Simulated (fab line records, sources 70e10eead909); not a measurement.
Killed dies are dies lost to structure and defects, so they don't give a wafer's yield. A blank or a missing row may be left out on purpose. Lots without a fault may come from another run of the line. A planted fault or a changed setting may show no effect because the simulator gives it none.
fab line records | flow nand_harc
record lots=11 wafers=33 last_day=24
route steps=1159 shown A_SLIT@799 A_WL_FILL@824 A_CONTACT@840
lots that met no fault: from a run of the same line without faults
start_h: hours from the record's first day to the start of the lot's first wafer shown | wait_h: hours since the lot's step before | " the same as in the row above | L1.1+2: a row that stands for several wafers | - no value, or no start given | * or withheld: withheld | < > ~ a bound
route shown NAME@n: a module of which the file shows steps, and the number in the route of the first | usual: mean/standard deviation of fault-free wafers | same: alike in all rows | chamber/n: place in a boat | sites: the reading at each site | _std_site: their standard deviation | _edge_site: outer sites' mean less inner sites' | radius_mm: how far each site lies from the wafer's centre | mask NAME#n: copy n | behind: the tool/chamber that last shaped the wafer | hold: why the lot was held/for how many hours/how that ended | device: the transistor (n, p or np) that didn't switch | end of line: the same wafers' tests at the end of the route | a step without rows: its recipe alone | killed: dies lost to structure and defects at the first sort, not the wafer's yield | map: a wafer's dies, x killed, . not, _ none there
set.NAME: the setting as run; set.NAME@STEP: as run at that earlier step | model.NAME: the simulator's own value behind a step, which no gauge read
steps of the route over a sample of lots; a table a step, a row a wafer
services: from which hour (start_h, from the record's first day; less than 0 if before it) a tool's chamber was out of use, for how many hours, and why
## steps
# step NHARC_A_SLIT_ETCH_29
# recipe target_depth_a=1000 overetch_a=100 time_s=55 ion_energy_ev=100 cf4_flow_sccm=80 o2_flow_sccm=20 ar_flow_sccm=0 rf_w=300 bias_w=100 chemistry=CF4/O2
# usual drypump_motor_current_A=5.7/0.4 oes_product_au=1.001/0.01 rf_vpp_V=197.7/1.3 showerhead_plenum_p_Torr=1.33/0.051 throttle_valve_pct=13.395/0.0094
# same time_s=55
# columns lot.wafer tool chamber start_h wait_h drypump_motor_current_A oes_product_au rf_hours_counter_h rf_vpp_V showerhead_plenum_p_Torr throttle_valve_pct
L502.2 rie_diel-09 0 335.02 0.1 5.2 0.975 5 196.7 1.28 13.406
L502.3 " 1 " " 5.1 0.999 5 198.8 1.38 13.404
L502.5 " 3 " " 6.2 0.991 - 195.8 1.30 13.406
L500.2 rie_diel-10 0 335.33 0.1 6.1 0.989 11 198.6 1.36 13.391
L500.3 " 1 " " 5.4 1.002 11 199.9 1.41 13.386
L500.5 " 3 " " 5.9 1.006 - 197.5 1.36 13.388
L501.3 rie_diel-10 1 336.69 0.1 5.4 0.991 11 199.6 1.41 13.397
L501.2 " 2 " " 5.7 1.021 11 196.7 1.29 13.397
L501.6 " 2 " " 5.7 1.011 - 195.4 1.29 13.379
L499.4 rie_diel-02 2 349.44 0.1 5.9 1.027 1 197.3 1.33 13.401
L499.2 " 0 " " 5.6 1.000 2 198.0 1.30 13.393
L499.6 " 1 " " 5.0 1.006 - 200.0 1.43 13.403
L511.1 rie_diel-09 2 396.33 0.1 6.4 0.991 9 195.2 1.26 13.398
L511.3 " 0 " " 5.2 0.979 10 195.7 1.28 13.392
L511.4 " 3 " " 6.2 0.992 - 197.2 1.30 13.396
L516.3 rie_diel-02 2 431.13 0.1 5.9 1.007 6 197.5 1.33 13.384
L516.2 " 1 " " 5.0 0.997 6 198.6 1.42 13.398
L516.6 " 3 " " 6.0 1.002 - 197.0 1.33 13.391
L518.3 rie_diel-10 1 431.92 0.1 5.4 1.012 5 199.6 1.41 13.391
L518.2 " 2 " " 5.8 1.002 5 197.0 1.29 13.395
L518.5 " 2 " " 5.7 1.003 - 196.1 1.29 13.401
L517.2 rie_diel-02 2 432.80 0.1 5.9 1.002 6 198.4 1.33 13.401
L517.3 " 3 " " 6.0 0.996 8 197.2 1.33 13.404
L517.6 " 3 " " 6.0 0.997 - 199.1 1.33 13.398
L521.3 rie_diel-10 3 449.88 0.1 5.8 0.999 6 199.4 1.35 13.399
L521.6 " 3 " " 5.9 0.993 - 198.2 1.35 13.413
L521.5 " 0 " " 6.1 1.008 - 198.8 1.36 13.400
L520.1 rie_diel-02 0 451.55 0.1 5.6 1.004 9 197.4 1.30 13.384
L520.2 " 2 " " 5.9 0.993 8 198.9 1.33 13.383
L520.4 " 3 " " 5.9 0.988 9 197.4 1.33 13.386
L522.2 rie_diel-10 2 464.20 0.1 5.8 1.010 7 197.1 1.28 13.403
L522.5 " 2 " " 5.8 1.003 - 197.9 1.28 13.397
L522.6 " 0 " " 6.1 1.004 - 197.7 1.36 13.392
# step NHARC_A_WL_FILL_STRIP_29
# recipe time_s=20 o2_flow_sccm=500 ar_flow_sccm=0 bias_w=0 chemistry=O2
# usual drypump_motor_current_A=5.7/0.44 oes_product_au=0.999/0.0085 rf_vpp_V=57.7/0.83 showerhead_plenum_p_Torr=3.53/0.13 throttle_valve_pct=17.036/0.01
# same time_s=20
# columns lot.wafer tool chamber start_h wait_h drypump_motor_current_A oes_product_au rf_hours_counter_h rf_vpp_V showerhead_plenum_p_Torr throttle_valve_pct
L501.3 rie_diel-05 0 359.55 0.1 5.5 0.994 0.4 58.0 3.61 17.044
L501.2 " 1 " " 6.0 1.002 0.4 57.3 3.39 17.052
L501.6 " 0 " " 5.6 0.993 - 59.0 3.61 17.039
L500.3 rie_diel-11 3 360.48 0.1 5.0 0.996 5.8 57.6 3.44 17.032
L500.2 " 0 " " 5.3 1.011 5.7 57.5 3.69 17.031
L500.5 " 3 " " 5.0 0.991 - 56.5 3.44 17.029
L502.2 rie_diel-05 0 362.22 0.1 5.5 0.998 0.5 58.6 3.61 17.022
L502.3 " 1 " " 6.0 1.000 0.5 57.3 3.39 17.043
L502.5 " 0 " " 5.5 1.001 - 57.8 3.61 17.032
L499.2 rie_diel-05 3 376.00 0.1 6.0 0.992 0.8 58.0 3.59 17.029
L499.4 " 0 " " 5.5 0.990 0.8 59.0 3.61 17.028
L499.6 " 0 " " 5.6 0.992 - 56.2 3.61 17.064
L511.4 rie_diel-01 1 423.93 0.1 6.3 1.003 7.5 59.5 3.47 17.029
L511.3 " 2 " " 6.2 1.004 7.0 57.1 3.40 17.038
L511.1 " 0 " " 6.7 0.993 7.8 59.2 3.61 17.035
L516.2 rie_diel-05 3 452.24 0.1 6.0 0.999 2.8 57.6 3.59 17.035
L516.3 " 0 " " 5.5 0.995 2.8 58.3 3.61 17.039
L516.6 " 2 " " 5.3 0.993 - 57.4 3.63 17.026
L517.2 rie_diel-11 3 456.41 0.1 5.0 0.998 2.8 58.6 3.44 17.043
L517.3 " 1 " " 5.6 0.998 2.9 58.7 3.75 17.043
L517.6 " 3 " " 5.1 0.993 - 57.0 3.44 17.035
L518.3 rie_diel-11 2 456.44 0.1 5.5 0.998 2.7 57.3 3.32 17.049
L518.2 " 3 " " 5.0 1.000 2.8 56.8 3.44 17.033
L518.5 " 2 " " 5.5 1.001 - 57.6 3.32 17.045
L520.1 rie_diel-05 3 477.72 0.1 6.0 0.997 3.2 57.4 3.59 17.040
L520.2 " 0 " " 5.5 0.985 3.1 58.9 3.61 17.040
L520.4 " 1 " " 6.0 1.007 2.8 57.8 3.38 17.027
L521.3 rie_diel-05 0 477.92 0.1 5.6 0.983 3.1 55.7 3.61 17.035
L521.5 " 1 " " 6.0 1.008 - 58.5 3.38 17.033
L521.6 " 2 " " 5.3 0.984 - 57.9 3.62 17.028
L522.2 rie_diel-11 0 491.56 0.1 5.2 1.005 4.4 57.9 3.68 17.025
L522.6 " 3 " " 5.0 1.011 - 57.5 3.44 17.030
L522.5 " 0 " " 5.3 1.020 - 57.4 3.68 17.033
# step NHARC_A_WL_FILL_ETCHBACK_26
# recipe target_depth_a=520 time_s=13.3 hbr_flow_sccm=150 rf_w=350 icp_w=350 bias_w=60 chemistry=HBr
# usual drypump_motor_current_A=5.9/0.58 hbr_flow_sccm=150.1/0.43 oes_product_au=0.998/0.011 run_length_s=34.5/0.4 throttle_valve_pct=23.265/0.0082
# columns lot.wafer tool chamber start_h wait_h drypump_motor_current_A hbr_flow_sccm oes_product_au rf_hours_counter_h run_length_s throttle_valve_pct
L501.3 rie_si-03 3 364.85 0.4 6.9 150.1 1.000 0.1 34.8 23.262
L501.2 " 2 " " 6.3 151.0 1.019 0.2 34.4 23.263
L501.6 " 0 " " 6.7 149.9 1.005 - 33.8 23.268
L500.3 rie_si-04 1 364.85 0.4 5.9 150.0 0.991 0.7 34.3 23.282
L500.2 " 2 " " 6.3 149.3 1.002 0.7 34.0 23.261
L500.5 " 1 " " 5.9 149.8 0.989 - 34.1 23.267
L502.2 rie_si-04 3 367.50 0.4 5.5 149.8 0.988 0.5 34.0 23.273
L502.3 " 1 " " 5.9 150.4 1.003 0.7 34.2 23.280
L502.5 " 3 " " 5.5 150.6 0.985 - 34.4 23.258
L499.4 rie_si-02 2 381.30 0.4 6.2 150.3 1.002 1.2 34.1 23.265
L499.2 " 0 " " 5.3 150.6 0.997 1.2 35.2 23.267
L499.6 " 2 " " 6.2 150.1 0.989 - 34.0 23.253
L511.1 rie_si-04 3 429.42 0.4 5.5 149.6 0.982 1.1 34.6 23.272
L511.3 " 0 " " 5.0 150.3 0.999 1.0 30.1 23.263
L511.4 " 1 " " 5.9 149.6 1.009 1.1 33.8 23.261
L516.3 rie_si-03 3 457.52 0.4 6.8 150.8 0.993 1.0 34.8 23.273
L516.2 " 2 " " 6.3 149.7 1.019 0.9 34.6 23.271
L516.6 " 3 " " 6.9 149.8 0.982 - 34.8 23.268
L517.2 rie_si-02 0 461.70 0.4 5.3 150.2 1.003 0.5 34.9 23.255
L517.3 " 1 " " 5.1 149.6 0.992 0.5 34.7 23.270
L517.6 " 2 " " 6.2 150.7 0.981 - 34.7 23.269
L518.3 rie_si-03 2 461.70 0.4 6.3 150.2 1.022 1.0 34.5 23.260
L518.2 " 3 " " 6.9 150.2 0.985 1.0 34.9 23.266
L518.5 " 1 " " 5.5 149.4 0.982 - 34.9 23.260
L520.2 rie_si-03 2 483.48 0.4 6.2 149.8 1.023 1.1 34.6 23.263
L520.1 " 3 " " 6.8 150.2 0.977 1.1 34.9 23.263
L520.4 " 0 " " 6.7 149.9 1.001 1.0 33.7 23.281
L521.3 rie_si-02 2 483.49 0.4 6.2 150.6 0.984 0.6 34.7 23.273
L521.6 " 2 " " 6.2 150.2 0.975 - 35.0 23.271
L521.5 " 3 " " 5.8 150.9 0.996 - 34.6 23.269
L522.2 rie_si-03 1 496.70 0.4 5.5 150.0 0.991 1.0 34.8 23.272
L522.6 " 2 " " 6.3 150.4 1.013 - 34.6 23.275
L522.5 " 3 " " 6.8 150.7 0.991 - 34.7 23.233
# step NHARC_A_CONTACT_DEP_24
# recipe target_thk_a=5000 temp_c=400 pressure_torr=6.5 rf_w=900 teos_flow_sccm=161.4 flow_sccm=2650 target_thk_nm=500 gas=O2 material=SiO2
# usual chamber_pressure_Torr=6.499/0.014 flow_sccm=2651/8.1 heater_power_w=601/150 throttle_valve_pct=15.7/0.44
# columns lot.wafer tool chamber start_h wait_h chamber_pressure_Torr flow_sccm heater_power_w throttle_valve_pct
L501.2 pecvd-01 1 371.52 0.1 6.520 2652 738 15.9
L501.3 " 0 " " 6.487 2640 530 16.9
L501.6 " 1 " " 6.496 2646 755 15.9
L500.2 pecvd-03 0 371.95 0.1 6.501 2663 525 15.0
L500.3 " 1 " " 6.485 2653 497 15.6
L500.5 " 1 " " 6.498 2655 515 15.6
L502.3 pecvd-01 1 375.73 0.1 6.518 2654 797 16.0
L502.2 " 2 " " 6.495 2653 618 15.6
L502.5 " 0 " " 6.511 2672 569 16.9
L499.2 pecvd-03 1 397.63 0.1 6.488 2658 537 16.0
L499.4 " 1 " " 6.498 2658 545 15.9
L499.6 " 2 " " 6.507 2653 839 15.4
L511.3 pecvd-01 0 440.97 0.1 6.506 2647 575 16.5
L511.1 " 2 " " 6.503 2654 624 15.3
L511.4 " 0 " " 6.495 2645 596 16.4
L516.2 pecvd-03 2 471.73 0.1 6.503 2658 831 15.8
L516.3 " 0 " " 6.508 2655 523 15.6
L516.6 " 1 " " 6.507 2653 418 15.7
L517.2 pecvd-01 0 477.30 0.2 6.487 2652 609 16.5
L517.3 " 0 " " 6.489 2656 606 16.4
L517.6 " 2 " " 6.506 2654 697 15.7
L518.2 pecvd-02 1 481.22 0.1 6.509 2656 540 16.3
L518.3 " 2 " " 6.505 2649 328 15.6
L518.5 " 0 " " 6.488 2651 554 15.0
L520.2 pecvd-03 2 490.15 0.1 6.473 2646 803 15.4
L520.1 " 0 " " 6.503 2656 559 15.0
L520.4 " 1 " " 6.517 2641 492 15.3
L521.3 pecvd-01 1 494.47 0.2 6.484 2649 650 15.8
L521.5 " 1 " " 6.492 2644 681 15.9
L521.6 " 0 " " 6.497 2645 556 16.6
L522.2 pecvd-03 2 502.73 0.1 6.483 2655 831 15.3
L522.5 " 0 " " 6.498 2656 557 15.1
L522.6 " 1 " " 6.512 2643 422 15.3
## services
# columns tool chamber start_h hours kind
rie_diel-05 1 323.40 3.9 repair
rie_si-03 2 324.41 1.5 repair
rie_diel-02 - 327.70 9.0 pm
rie_si-03 - 332.00 9.0 pm
pecvd-03 0 334.99 6.3 repair
rie_diel-05 - 340.61 9.0 pm
rie_diel-10 3 346.88 5.5 repair
rie_diel-10 - 353.50 9.0 pm
rie_diel-11 - 366.50 9.0 pm
rie_si-04 - 372.59 0.1 repair
rie_si-02 - 388.00 9.0 pm
rie_diel-10 0 390.80 8.5 repair
rie_diel-05 2 393.23 3.3 repair
pecvd-01 1 395.88 4.1 repair
rie_diel-05 1 402.01 13.6 repair
pecvd-01 - 418.13 13.0 pm
rie_si-03 1 419.66 2.7 repair
rie_diel-11 1 437.11 3.8 repair
rie_diel-10 1 447.32 18.0 repair
rie_diel-05 - 456.25 1.9 repair
rie_diel-10 3 464.01 14.4 repair
pecvd-03 - 473.19 13.0 pm
pecvd-01 1 473.60 7.0 repair
rie_diel-05 0 499.51 1.6 repair
## key
first_sign step=NHARC_A_WL_FILL_ETCHBACK_26 reading=run_length_s direction=down sigmas=11 usual=* struck=*
effect none on later readings
met_at NHARC_A_WL_FILL_ETCHBACK_26
struck_lots L511
struck_wafers L511.3
tester_left_out L511
not_acting_at NHARC_A_SLIT_ETCH_29,NHARC_A_WL_FILL_STRIP_29,NHARC_A_CONTACT_DEP_24
fault kind=process_parameter_drift tool=rie_si-04 chamber=0 onset_h=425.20 steps=NHARC_A_WL_FILL_ETCHBACK_26 channel=time_s offset=* shape=step end_h=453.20 acts_in=* stated=*
# tester_left_out: of these lots the tester's yield and bins aren't shown, on N5 and GAA mostly nor the transistor test; their killed dies are dies lost to structure and defects alone, not to doping, threshold or leakage, so they don't give the yield
